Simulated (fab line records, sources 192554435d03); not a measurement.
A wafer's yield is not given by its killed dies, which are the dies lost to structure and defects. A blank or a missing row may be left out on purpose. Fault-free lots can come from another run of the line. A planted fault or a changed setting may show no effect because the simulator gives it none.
Which tool was responsible? + flow n5Finfet + Sampling: 9 lots, 26 wafers, 5 of 1938 route steps

WHAT THE GAUGES SHOWED, per wafer
N5_BEOL_M4_RC_MEAS_101. Usual: DIBL_N 36.0 mV/V, standard deviation 1.6; DIBL_P 36.1 mV/V, standard deviation 2; IOFF_N 0.160 nA/um, standard deviation 0.029; IOFF_P 0.21 nA/um, standard deviation 0.039; ION_N 675 uA/um, standard deviation 13; ION_P 464 uA/um, standard deviation 8.8; SS_N 71.5 mV/dec, standard deviation 0.58; SS_P 73.3 mV/dec, standard deviation 0.65; VT_N 250 mV, standard deviation 3.3; VT_P -249 mV, standard deviation 3.6.
| lot  | measured     | on        | DIBL_N (mV/V)  | DIBL_P (mV/V)  | IOFF_N (nA/um)    | IOFF_P (nA/um) | ION_N (uA/um) | ION_P (uA/um) | SS_N (mV/dec)  | SS_P (mV/dec)  | VT_N (mV)   | VT_P (mV)      | flag |
|------|--------------|-----------|----------------|----------------|-------------------|----------------|---------------|---------------|----------------|----------------|-------------|----------------|------|
| L797 | day 8 01:37  | prober-01 | 37.5 36.0      | 36.4 34.5      | 0.174 0.149       | 0.24 0.21      | 666 667       | 460 460       | 71.8 71.1      | 74.0 72.7      | 251 251     | -248 -250      |      |
| L798 | day 8 07:10  | prober-01 | 34.1 36.9 33.7 | 34.5 37.5 33.5 | 0.128 0.173 0.118 | 0.17 0.22 0.15 | 666 693 665   | 456 473 452   | 72.0 71.0 71.2 | 72.5 73.4 72.2 | 252 248 255 | -252 -248 -255 |      |
| L801 | day 9 12:39  | prober-02 | 38.0 36.7 37.5 | 36.8 35.3 37.1 | 0.166 0.154 0.152 | 0.23 0.22 0.23 | 681 677 670   | 471 465 465   | 71.6 70.8 72.2 | 73.6 73.0 73.3 | 250 250 252 | -248 -249 -247 |      |
| L807 | day 10 20:14 | prober-01 | 38.9 38.3 37.0 | 40.7 39.9 38.5 | 0.232 0.210 0.171 | 0.32 0.31 0.26 | 697 696 671   | 482 487 474   | 72.8 71.8 72.0 | 74.6 74.6 73.7 | 244 245 252 | -243 -243 -245 |      |
| L810 | day 11 04:11 | prober-02 | 34.7 35.0 34.6 | 34.2 33.5 34.1 | 0.134 0.135 0.135 | 0.21 0.19 0.20 | 668 665 664   | 469 457 463   | 71.9 71.2 70.7 | 72.6 72.5 72.9 | 251 252 251 | -248 -252 -251 |      |
| L814 | day 12 22:20 | prober-02 | 37.0 38.7 38.2 | 37.9 39.9 40.1 | 0.177 0.218 0.195 | 0.24 0.30 0.29 | 694 711 689   | 478 482 480   | 72.3 72.2 72.1 | 73.2 74.3 73.8 | 245 244 244 | -245 -244 -244 |      |
| L815 | day 13 09:56 | prober-01 | 34.8 36.2 36.8 | 34.0 35.5 35.9 | 0.146 0.154 0.174 | 0.17 0.20 0.21 | 687 681 699   | 463 469 468   | 70.9 71.5 71.2 | 72.3 73.7 73.0 | 247 248 247 | -252 -250 -250 |      |
| L817 | day 13 06:37 | prober-02 | 31.8 32.8 35.6 | 33.0 34.9 37.3 | 0.115 0.123 0.171 | 0.18 0.21 0.24 | 667 663 681   | 461 468 471   | 70.8 71.1 71.3 | 72.4 73.2 73.8 | 256 254 249 | -250 -246 -247 |      |
| L818 | day 13 15:26 | prober-02 | 34.6 35.0 37.1 | 33.6 35.3 37.7 | 0.128 0.139 0.180 | 0.19 0.21 0.25 | 664 657 682   | 462 458 465   | 70.7 71.5 71.9 | 72.0 72.9 74.1 | 253 253 247 | -247 -251 -247 |      |

TOOL THAT RAN EACH LOT (tool first, then ch and the chambers of the sampled wafers, then the start)
| lot  | N5_MOL_CONTACT_COAG_STRIP_119       | N5_MOL_CONTACT_COAG_DESCUM_45     | N5_MOL_CONTACT_COAG_ETCH_65       | N5_MOL_CONTACT_COAG_ETCH_66       |
|------|-------------------------------------|-----------------------------------|-----------------------------------|-----------------------------------|
| L797 | plasmaAsher-02 ch 0,1, day 5 07:50  | rieDiel-06 ch 1, day 5 08:43      | rieDiel-06 ch 1, day 5 08:45      | rieDiel-06 ch 1, day 5 08:46      |
| L798 | plasmaAsher-02 ch 0,1, day 5 18:12  | rieDiel-03 ch 0,1, day 5 18:55    | rieDiel-03 ch 0,1, day 5 18:57    | rieDiel-03 ch 0,1, day 5 18:58    |
| L801 | plasmaAsher-02 ch 0,1, day 6 20:05  | rieDiel-03 ch 0,1,2, day 6 20:57  | rieDiel-03 ch 0,1,2, day 6 20:59  | rieDiel-03 ch 0,1,2, day 6 21:00  |
| L807 | plasmaAsher-02 ch 0,1, day 7 21:41  | rieDiel-03 ch 2,3, day 7 22:33    | rieDiel-03 ch 2,3, day 7 22:35    | rieDiel-03 ch 2,3, day 7 22:36    |
| L810 | plasmaAsher-02 ch 0,1, day 8 15:50  | rieDiel-04 ch 0,1, day 8 16:35    | rieDiel-04 ch 0,1, day 8 16:38    | rieDiel-04 ch 0,1, day 8 16:39    |
| L814 | plasmaAsher-01 ch 1, day 9 16:08    | rieDiel-06 ch 1,3, day 9 16:52    | rieDiel-06 ch 1,3, day 9 16:53    | rieDiel-06 ch 1,3, day 9 16:55    |
| L815 | plasmaAsher-02 ch 0,1, day 9 22:49  | rieDiel-04 ch 2,3, day 9 23:28    | rieDiel-04 ch 2,3, day 9 23:30    | rieDiel-04 ch 2,3, day 9 23:31    |
| L817 | plasmaAsher-01 ch 0,1, day 10 07:56 | rieDiel-06 ch 0,1,3, day 10 08:46 | rieDiel-06 ch 0,1,3, day 10 08:48 | rieDiel-06 ch 0,1,3, day 10 08:49 |
| L818 | plasmaAsher-01 ch 0, day 10 16:55   | rieDiel-04 ch 0,2, day 10 17:31   | rieDiel-04 ch 0,2, day 10 17:34   | rieDiel-04 ch 0,2, day 10 17:35   |
- N5_MOL_CONTACT_COAG_STRIP_119: strips in N2/H2, time 30 s.
- N5_MOL_CONTACT_COAG_DESCUM_45: chemistry O2, time 7 s.
- N5_MOL_CONTACT_COAG_ETCH_65: etches underlayer in N2/H2, target depth 13 nm, time 10.4 s.
- N5_MOL_CONTACT_COAG_ETCH_66: etches SiARC in CF4, target depth 13 nm, time 21.7 s.

WHAT THE TOOLS THEMSELVES READ (means of the sampled wafers that have a number; where no wafer has one, the mark that the record gives instead)
N5_MOL_CONTACT_COAG_STRIP_119. Usual: drypumpMotorCurrentA 5.78 A, standard deviation 0.11; heaterPowerW 296 W, standard deviation 14.
| lot  | tool           | drypumpMotorCurrentA (A) | heaterPowerW (W) | flag |
|------|----------------|--------------------------|------------------|------|
| L797 | plasmaAsher-02 | 5.82                     | 286              |      |
| L798 | plasmaAsher-02 | 5.75                     | 283              |      |
| L801 | plasmaAsher-02 | 5.84                     | 294              |      |
| L807 | plasmaAsher-02 | 5.83                     | 292              |      |
| L810 | plasmaAsher-02 | 5.76                     | 288              |      |
| L814 | plasmaAsher-01 | 5.69                     | 302              |      |
| L815 | plasmaAsher-02 | 5.76                     | 282              |      |
| L817 | plasmaAsher-01 | 5.76                     | 307              |      |
| L818 | plasmaAsher-01 | 5.82                     | 312              |      |

N5_MOL_CONTACT_COAG_DESCUM_45. Usual: drypumpMotorCurrentA 5.6 A, standard deviation 0.65; oesProductAu 0.82 a.u., standard deviation 0.095; rfVppV 242.4 V, standard deviation 1.3; showerheadPlenumPTorr 2.05 Torr, standard deviation 0.066; throttleValvePct 20.46 %, standard deviation 0.21.
| lot  | tool       | drypumpMotorCurrentA (A) | oesProductAu (a.u.) | rfVppV (V) | showerheadPlenumPTorr (Torr) | throttleValvePct (%) | flag |
|------|------------|--------------------------|---------------------|------------|------------------------------|----------------------|------|
| L797 | rieDiel-06 | 4.8                      | 0.85                | 241.4      | 2.02                         | 20.30                |      |
| L798 | rieDiel-03 | 6.1                      | 0.78                | 241.9      | 2.04                         | 20.60                |      |
| L801 | rieDiel-03 | 5.5                      | 0.84                | 243.4      | 2.06                         | 20.45                |      |
| L807 | rieDiel-03 | 5.4                      | 0.93                | 243.3      | 2.11                         | 20.10                |      |
| L810 | rieDiel-04 | 5.7                      | 0.79                | 241.5      | 2.02                         | 20.39                |      |
| L814 | rieDiel-06 | 5.5                      | 0.85                | 242.1      | 2.02                         | 20.42                |      |
| L815 | rieDiel-04 | 5.8                      | 0.73                | 242.8      | 2.05                         | 20.62                |      |
| L817 | rieDiel-06 | 5.5                      | 0.85                | 241.9      | 2.03                         | 20.42                |      |
| L818 | rieDiel-04 | 5.6                      | 0.72                | 242.3      | 2.01                         | 20.46                |      |

N5_MOL_CONTACT_COAG_ETCH_65. Usual: value, then standard deviation, for each; biasW 150.0 W / 0.39; drypumpMotorCurrentA 5.7 A / 0.65; etchRfOnTimeS 10.37 s / 0.26; oesProductAu 0.70 a.u. / 0.078; rfVppV 522.4 V / 2.2; showerheadPlenumPTorr 2.49 Torr / 0.069; throttleValvePct 17.91 % / 0.24.
| lot  | tool       | biasW (W) | drypumpMotorCurrentA (A) | etchRfOnTimeS (s) | oesProductAu (a.u.) | rfVppV (V) | showerheadPlenumPTorr (Torr) | throttleValvePct (%) | flag |
|------|------------|-----------|--------------------------|-------------------|---------------------|------------|------------------------------|----------------------|------|
| L797 | rieDiel-06 | 150.1     | 4.9                      | 10.43             | 0.72                | 521.5      | 2.48                         | 17.84                |      |
| L798 | rieDiel-03 | 150.4     | 6.1                      | 10.44             | 0.66                | 522.5      | 2.49                         | 18.14                |      |
| L801 | rieDiel-03 | 149.9     | 5.5                      | 10.34             | 0.72                | 523.3      | 2.51                         | 17.91                |      |
| L807 | rieDiel-03 | 150.0     | 5.4                      | 12.33             | 0.73                | 523.9      | 2.57                         | 17.52                | OFF  |
| L810 | rieDiel-04 | 150.1     | 5.7                      | 10.35             | 0.67                | 520.9      | 2.45                         | 17.80                |      |
| L814 | rieDiel-06 | 150.0     | 5.5                      | 10.56             | 0.72                | 520.9      | 2.47                         | 17.86                |      |
| L815 | rieDiel-04 | 150.1     | 5.8                      | 10.18             | 0.64                | 522.9      | 2.49                         | 18.08                |      |
| L817 | rieDiel-06 | 149.8     | 5.6                      | 10.49             | 0.72                | 521.8      | 2.47                         | 17.88                |      |
| L818 | rieDiel-04 | 149.7     | 5.6                      | 10.53             | 0.61                | 520.7      | 2.46                         | 18.00                |      |

N5_MOL_CONTACT_COAG_ETCH_66. Usual: value, then standard deviation, for each; biasW 36.00 W / 0.11; drypumpMotorCurrentA 5.6 A / 0.65; etchRfOnTimeS 21.7 s / 0.51; oesProductAu 0.70 a.u. / 0.078; rfVppV 183.6 V / 1.2; showerheadPlenumPTorr 2.10 Torr / 0.059; throttleValvePct 15.63 % / 0.24.
| lot  | tool       | biasW (W) | drypumpMotorCurrentA (A) | etchRfOnTimeS (s) | oesProductAu (a.u.) | rfVppV (V) | showerheadPlenumPTorr (Torr) | throttleValvePct (%) | flag |
|------|------------|-----------|--------------------------|-------------------|---------------------|------------|------------------------------|----------------------|------|
| L797 | rieDiel-06 | 35.83     | 4.8                      | 21.5              | 0.73                | 183.5      | 2.08                         | 15.57                |      |
| L798 | rieDiel-03 | 36.01     | 6.0                      | 21.6              | 0.67                | 182.7      | 2.09                         | 15.79                |      |
| L801 | rieDiel-03 | 35.98     | 5.5                      | 21.7              | 0.72                | 183.2      | 2.11                         | 15.56                |      |
| L807 | rieDiel-03 | 35.92     | 5.4                      | 21.3              | 0.78                | 184.5      | 2.15                         | 15.21                |      |
| L810 | rieDiel-04 | 35.95     | 5.7                      | 21.7              | 0.67                | 182.8      | 2.07                         | 15.56                |      |
| L814 | rieDiel-06 | 35.96     | 5.5                      | 22.1              | 0.72                | 183.6      | 2.08                         | 15.59                |      |
| L815 | rieDiel-04 | 35.97     | 5.8                      | 21.4              | 0.63                | 183.4      | 2.11                         | 15.90                |      |
| L817 | rieDiel-06 | 36.08     | 5.6                      | 21.9              | 0.72                | 183.7      | 2.09                         | 15.61                |      |
| L818 | rieDiel-04 | 36.15     | 5.6                      | 21.9              | 0.61                | 183.3      | 2.08                         | 15.74                |      |

THE ANSWER, worked out from the rows above alone
Rule: a lot counts as off when the mean over its wafers that have a number is more than 3 standard deviations away from the usual mean. A lot without any number at a reading at which 4 lots or more have one is off too. Where the step has rows for the other lots, those lots are counted as sound. First the gauges in route order, then the tools' own readings, where a lot's mean is used as printed above. At the first step where some lot is off, the reading lying furthest off is the one used; lots without a number count as furthest.
Off at N5_MOL_CONTACT_COAG_ETCH_65 (etchRfOnTimeS): L807.
A tool fits if, at that step or a process step before it, it ran every lot that is off, and no sound lot after the first of them. One fits: N5_MOL_CONTACT_COAG_DESCUM_45 and N5_MOL_CONTACT_COAG_ETCH_65 on rieDiel-03. At N5_MOL_CONTACT_COAG_DESCUM_45 its last sound lot is L801 (day 6 20:57), its first lot that is off L807 (day 7 22:33): a fault that began between those two fits.

WHAT THE SIMULATOR HAD PUT IN
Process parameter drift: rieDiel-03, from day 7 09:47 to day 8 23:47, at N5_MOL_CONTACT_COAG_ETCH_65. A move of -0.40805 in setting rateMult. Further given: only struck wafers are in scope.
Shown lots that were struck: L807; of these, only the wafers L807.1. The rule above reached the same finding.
